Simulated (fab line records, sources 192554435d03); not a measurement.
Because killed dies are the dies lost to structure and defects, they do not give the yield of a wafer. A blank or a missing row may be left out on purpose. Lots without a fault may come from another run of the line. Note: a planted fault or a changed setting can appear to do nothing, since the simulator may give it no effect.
Split-lot trial ; flow n5 finfet ; route with 1938 steps; 7 lots, 39 wafers read

ABOUT THE SPLIT
At N5_GATE_CUT_ETCH_58 (etches SiNx in CH3F/O2, target depth 17 nm, time 128.6 s), the setting source w was moved away from the recipe's 415 W on 15 of the 39 wafers read, by -18.4% to +17.4%. For the rest of the wafers, this setting stayed at what the recipe calls for.

The split's own step is where the reading is taken.

THE READING
rf vpp V, in V, at N5_GATE_CUT_ETCH_58 (etches SiNx in CH3F/O2, target depth 17 nm, time 128.6 s). A value of 99.3 V with a standard deviation of 0.93 V is what fault-free wafers of this fab line usually give.

wafer;tool, chamber at the split;source w as run, W;against the recipe;rf vpp V, V;against lot-mates on the recipe
L079.1;rie diel-04, 0;415;recipe;98.7;-
L079.2;rie diel-04, 2;415;recipe;100.1;-
L079.5;rie diel-04, 1;415;recipe;100.1;-
L080.1;rie diel-04, 2;415;recipe;99.0;-
L080.2;rie diel-04, 0;415;recipe;98.9;-
L080.3;rie diel-04, 1;415;recipe;100.6;-
L080.4;rie diel-04, 3;415;recipe;100.7;-
L080.5;rie diel-04, 2;415;recipe;98.8;-
L080.6;rie diel-04, 3;415;recipe;99.8;-
L081.1;rie diel-06, 1;415;recipe;100.2;-
L081.2;rie diel-06, 3;415;recipe;97.9;-
L081.3;rie diel-06, 0;415;recipe;98.2;-
L081.4;rie diel-06, 2;352;-15.2%;104.8;+6.0
L081.5;rie diel-06, 0;352;-15.2%;105.2;+6.4
L081.6;rie diel-06, 1;352;-15.2%;103.9;+5.1
L084.1;rie diel-04, 2;415;recipe;101.3;-
L084.2;rie diel-04, 3;436.7;+5.2%;97.1;-3.2
L084.3;rie diel-04, 1;415;recipe;99.7;-
L084.4;rie diel-04, 0;436.7;+5.2%;97.4;-2.9
L084.5;rie diel-04, 0;436.7;+5.2%;97.1;-3.2
L084.6;rie diel-04, 1;415;recipe;99.8;-
L089.1;rie diel-04, 1;415;recipe;100.7;-
L089.2;rie diel-04, 0;487.1;+17.4%;93.8;-5.7
L089.3;rie diel-04, 3;487.1;+17.4%;94.4;-5.1
L089.4;rie diel-04, 2;415;recipe;99.1;-
L089.5;rie diel-04, 3;415;recipe;98.7;-
L089.6;rie diel-04, 0;487.1;+17.4%;94.0;-5.5
L090.1;rie diel-04, 3;415;recipe;99.8;-
L090.2;rie diel-04, 1;379.5;-8.6%;102.7;+2.7
L090.3;rie diel-04, 2;379.5;-8.6%;102.5;+2.5
L090.4;rie diel-04, 0;415;recipe;99.4;-
L090.5;rie diel-04, 2;415;recipe;100.9;-
L090.6;rie diel-04, 1;379.5;-8.6%;104.1;+4.1
L092.1;rie diel-06, 1;338.6;-18.4%;105.1;+6.5
L092.2;rie diel-06, 0;338.6;-18.4%;105.6;+7.0
L092.3;rie diel-06, 3;415;recipe;99.2;-
L092.4;rie diel-06, 2;415;recipe;97.9;-
L092.5;rie diel-06, 1;415;recipe;98.7;-
L092.6;rie diel-06, 0;338.6;-18.4%;104.1;+5.5

FIT RESULTS
A straight line over all 39 wafers: rf vpp V changes by -0.324 V for each +1% of source w; r = -0.95; the points scatter about the line by 0.88 V.
The same after taking each lot's own level away (the mean of its wafers on the recipe; 39 wafers): -0.352 V for each +1%; r = -0.97; scatter 0.82 V.
That fit puts the effect of the largest move of source w on the reading at 6.5 V.
From 98.60 to 100.27 V: that is the span of the lots' own levels, equal to 1.8 times the standard deviation above.
The two slopes agree, so the slope changes little with the lot-to-lot level.
Check: for one of the wafers moved furthest among these (-18.4%), held out of the fit, the line's prediction against its lot-mates is +6.48 V. Against them it came out at +6.5 V.
Tool readings at the split's step, against how far the setting was moved: rf vpp V r = -0.95.

FURTHER SPLITS ON THESE WAFERS
Other splits were also applied to these wafers ahead of the reading. Each is held against what the fit with the lots' levels taken away leaves over:
other split on the same wafers;wafers away from the commonest value;r with rf vpp V (lot level and that fit taken away)
N5_DUMMY_GATE_EXPOSE_12 dose mj;15;+0.05
N5_DUMMY_GATE_ETCH_37 source w;12;+0.15
N5_DUMMY_GATE_ETCH_32 time s;15;-0.29
N5_HKMG_FIN_EXPOSE_46 dose mj;15;-0.11
N5_HKMG_FIN_ETCH_58 source w;15;+0.10

THE FILE'S OWN FIT
rf vpp V changes by -0.352 V for each +1% of source w, r = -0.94.
